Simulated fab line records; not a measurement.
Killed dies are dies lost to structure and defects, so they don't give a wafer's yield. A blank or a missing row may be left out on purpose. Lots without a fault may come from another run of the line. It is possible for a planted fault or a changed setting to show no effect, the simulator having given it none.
Matching of chambers :: flow nand harc :: NHARC_A_WL_FILL_ALD_19 on ald metal-03: 4 sister chambers
The step deposits TiN, target thk 2 nm, pulse time 3 s, ald cycles 100. 8 wafers are shown with their chamber, then 8 later ones without.

WAFERS, EACH WITH ITS CHAMBER
wafer: L079.2
chamber: 0
heater power w (W): 1188
precursor pulse height rel: 1.013

wafer: L079.6
chamber: 0
heater power w (W): 1156
precursor pulse height rel: 0.999

wafer: L080.2
chamber: 1
heater power w (W): 1154
precursor pulse height rel: 1.027

wafer: L081.5
chamber: 2
heater power w (W): 1114
precursor pulse height rel: 1.001

wafer: L084.1
chamber: 2
heater power w (W): 1124
precursor pulse height rel: 1.011

wafer: L084.4
chamber: 3
heater power w (W): 1131
precursor pulse height rel: 1.012

wafer: L084.5
chamber: 3
heater power w (W): 1147
precursor pulse height rel: 1.020

wafer: L085.2
chamber: 1
heater power w (W): 1195
precursor pulse height rel: 0.996

WAFERS WITH NO CHAMBER GIVEN
wafer: L085.3
heater power w (W): 1180
precursor pulse height rel: 1.021

wafer: L085.6
heater power w (W): 1151
precursor pulse height rel: 1.003

wafer: L089.2
heater power w (W): 1166
precursor pulse height rel: 1.024

wafer: L089.3
heater power w (W): 1137
precursor pulse height rel: 1.000

wafer: L089.6
heater power w (W): 1124
precursor pulse height rel: 1.007

wafer: L091.2
heater power w (W): 1151
precursor pulse height rel: 0.946

wafer: L091.3
heater power w (W): 1151
precursor pulse height rel: 0.990

wafer: L091.4
heater power w (W): 1172
precursor pulse height rel: 1.050

WHICH CHAMBER EACH WENT THROUGH
wafer: L085.3
from the rows above: can't be placed: 1 or 0 or 3
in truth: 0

wafer: L085.6
from the rows above: can't be placed: 0 or 3 or 1 or 2
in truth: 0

wafer: L089.2
from the rows above: can't be placed: 1 or 0 or 3 or 2
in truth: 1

wafer: L089.3
from the rows above: can't be placed: 2 or 3 or 0 or 1
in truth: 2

wafer: L089.6
from the rows above: can't be placed: 2 or 3
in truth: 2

wafer: L091.2
from the rows above: can't be placed: 0 or 2 or 1 or 3
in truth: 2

wafer: L091.3
from the rows above: can't be placed: 0 or 2 or 1 or 3
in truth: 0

wafer: L091.4
from the rows above: can't be placed: 1 or 3 or 0 or 2
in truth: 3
0 of 8 placed correctly. Not placeable from these rows: 8 (in 8, the candidates include the true chamber). Number placed wrongly: 0.
How it was worked out, from the rows above alone: a wafer's distance from a chamber is the root of the sum, over the readings, of the square of ((its reading less the chamber's mean) divided by the reading's scatter). The wafer belongs to the nearest chamber; if the next one is less than 2 further off, it can't be placed. The mean given for a chamber averages the wafers shown for that chamber. The scatter: take each reading less its chamber's mean, square it, sum over the shown wafers, divide by the number of wafers less the number of chambers, and take the root.
